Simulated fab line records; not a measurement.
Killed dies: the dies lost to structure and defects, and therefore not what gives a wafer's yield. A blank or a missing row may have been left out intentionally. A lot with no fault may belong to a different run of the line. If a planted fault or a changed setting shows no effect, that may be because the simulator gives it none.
Struck lot and sound lot, side by side :: flow n5 finfet :: 40 steps out of a route of 1938
Sound: these wafers, L585.2, L585.3, L585.6. Struck: wafer L576.6. (L576.5 of the same lot was not struck and is left out.) The cause comes at the end.
For every step that has rows: the tool of each side, followed by ch and its chambers, followed by its first start. Under that, the readings that differ: sound wafers :: struck wafers :: difference of the means :: sigmas: that difference in standard deviations of wafers without a fault.
alike: words and numbers the same on both sides, and readings whose means are apart by under 2 such deviations; not compared: readings that were withheld, readings missing a value for some wafer, numbers with overlapping values and no deviation given by the record, and bounds like >300 which may hide the same value.
The two part at a step that has a row with sigmas, a row that says differs or no value, or rows on one side only. When numbers do not overlap yet have no deviation, they are printed without sigmas and do not part them. A reading missing from all wafers of one side parts the sides only when that side holds two or more wafers.

first, 11 steps without rows for these wafers: N5_BEOL_M0_SAQP_SPACER1_ETCHBACK_99 (etches SiO2 in CHF3/O2, target depth 15.4 nm, time 7.7 s); N5_BEOL_M0_SAQP_MANDREL1_REMOVE_100 (chemistry HBr/Cl2/O2, target a-Si, stops on SiNx, bt time 10 s); N5_BEOL_M0_SAQP_ETCH_101 (etches SiNx in CH3F/O2, target depth 29.9 nm, time 42.7 s); N5_BEOL_M0_SAQP_ETCH_102 (etches SiO2 in CF4, target depth 4 nm, time 4.4 s); N5_BEOL_M0_SAQP_MANDREL_ETCH_103 (etches a-Si in HBr/Cl2, stops on SiCN, target depth 45 nm, bt time 10 s, time 27 s); N5_BEOL_M0_SAQP_RECESS_104 (chemistry HF/NH3, target SiO2, target depth 18 nm, afs cycles 3, sublimation time 60 s); N5_BEOL_M0_SAQP_COAT_105 (time 60 s, resist thk 100 nm); N5_BEOL_M0_SAQP_ETCH_106 (etches SOC in N2/H2, stops on SiNx, target depth 150 nm); N5_BEOL_M0_SAQP_ETCH_107 (etches SiNx in CH3F/O2, target depth 30 nm); N5_BEOL_M0_SAQP_STRIP_108 (strips in N2/H2); N5_BEOL_M0_SAQP_RECESS_109 (chemistry HF/NH3, target SiO2, target depth 3 nm, afs cycles 1, sublimation time 60 s).
N5_BEOL_M0_SAQP_SPACER2_ALD_26: deposits SiO2, target thk 15 nm, pulse time 1 s, purge time 2 s.
  sound on ald sin-01 ch 0,2, day 11 00:38; struck on ald sin-03 ch 0, day 8 12:52
reading: model.SiO2_of_BEOL_M0_SAQP_SPACER2_ALD_26.thk nm (nm)
sound: 15 15 15
struck: 19.6
difference: +4.6
sigmas: 
  alike: heater power w, precursor pulse height rel
then, 1 step without rows for these wafers: N5_BEOL_M0_SAQP_SPACER2_ETCHBACK_27 (etches SiO2 in CHF3/O2, target depth 22.5 nm, time 11.25 s).
N5_BEOL_M0_SAQP_MANDREL2_REMOVE_110: chemistry HBr/Cl2/O2, target a-Si, stops on SiCN, bt time 10 s.
  sound on rie si-03 ch 2,3, day 11 01:19; struck on rie si-03 ch 3, day 8 13:17
reading: O2_flow_sccm (sccm)
sound: 4.986 4.986 4.968
struck: 5.011
difference: +0.031
sigmas: +2

reading: model.BEOL_M0_SAQP.cd nm (nm)
sound: 15 15 15
struck: 19.4
difference: +4.4
sigmas: 

reading: model.SiO2_of_BEOL_M0_SAQP_SPACER2_ALD_26.thk nm (nm)
sound: 10.6 10.6 10.6
struck: 15.2
difference: +4.6
sigmas: 
  alike: bias w, drypump motor current A, oes product au, throttle valve pct
  not compared: rf hours counter h
N5_BEOL_M0_SAQP_CD_MEAS_29: the cd target is 14.4 nm.
  sound on cd sem-02 ch 0, day 11 01:25; struck on cd sem-02 ch 0, day 8 13:22
reading: cd nm (nm)
sound: 15.08 15.24 15.34
struck: 19.85
difference: +4.63
sigmas: +21
then, 23 steps without rows for these wafers: N5_BEOL_M0_SAQP_COAT_69 (time 60 s, resist thk 90 nm); N5_BEOL_M0_SAQP_COAT_72 (time 60 s, resist thk 15 nm); N5_BEOL_M0_SAQP_COAT_87 (time 60 s, resist thk 5 nm); N5_BEOL_M0_SAQP_COAT_34 (resist thk 30 nm); N5_BEOL_M0_SAQP_EBR_36; N5_BEOL_M0_SAQP_SOFTBAKE_35 (time 60 s); N5_BEOL_M0_SAQP_EXPOSE_37 (exposes mask M0 CUT1, target cd 30 nm); N5_BEOL_M0_SAQP_PEB_38 (peb time 60 s); N5_BEOL_M0_SAQP_DEVELOP_39 (develop time 30 s); N5_BEOL_M0_SAQP_DESCUM_45 (chemistry O2, time 7 s); N5_BEOL_M0_SAQP_ETCH_88 (etches underlayer in N2/H2, target depth 6.5 nm, time 5.2 s); N5_BEOL_M0_SAQP_ETCH_73 (etches SiARC in CF4, target depth 19.5 nm, time 32.5 s); N5_BEOL_M0_SAQP_CUT_ETCH_46 (etches SOC in N2/H2, target depth 135 nm, overetch 27 nm, time 202.5 s); N5_BEOL_M0_SAQP_STRIP_74 (strips in N2/H2); N5_BEOL_M0_SAQP_STRIP_89 (strips in N2/H2); N5_BEOL_M0_SAQP_ALD_48 (deposits SiO2, target thk 20 nm, pulse time 1 s, co reactant pulse time 1 s); N5_BEOL_M0_SAQP_ETCH_49 (etches SiO2 in CF4/O2, target depth 37 nm); N5_BEOL_M0_SAQP_STRIP_75 (strips in CF4); N5_BEOL_M0_CUTY_COAT_50 (time 60 s, resist thk 15 nm); N5_BEOL_M0_CUTY_COAT_51 (resist thk 150 nm); N5_BEOL_M0_CUTY_EBR_52; N5_BEOL_M0_CUTY_SOFTBAKE_53 (time 60 s); N5_BEOL_M0_CUTY_EXPOSE_54 (exposes mask M0 ABLK).
N5_BEOL_M4_RC_MEAS_101:
  the record has rows for the sound wafers here (prober-02 ch 0, day 13 05:36) and none for the struck ones
-- the record jumps here: 7 days lie between the struck wafers' starts before and after (it left off in module BEOL_M4 and takes up again in module PASSIVATION, whose first step shown is number 1936 of the route) --
N5_PASSIVATION_PROBE_49:
  the record has rows for the struck wafers here (prober-02, day 15 03:40) and none for the sound ones

== WHERE THEY PART ==
First at N5_BEOL_M0_SAQP_MANDREL2_REMOVE_110; last, within this record, at N5_PASSIVATION_PROBE_49.

WHY: the cause the simulator had injected
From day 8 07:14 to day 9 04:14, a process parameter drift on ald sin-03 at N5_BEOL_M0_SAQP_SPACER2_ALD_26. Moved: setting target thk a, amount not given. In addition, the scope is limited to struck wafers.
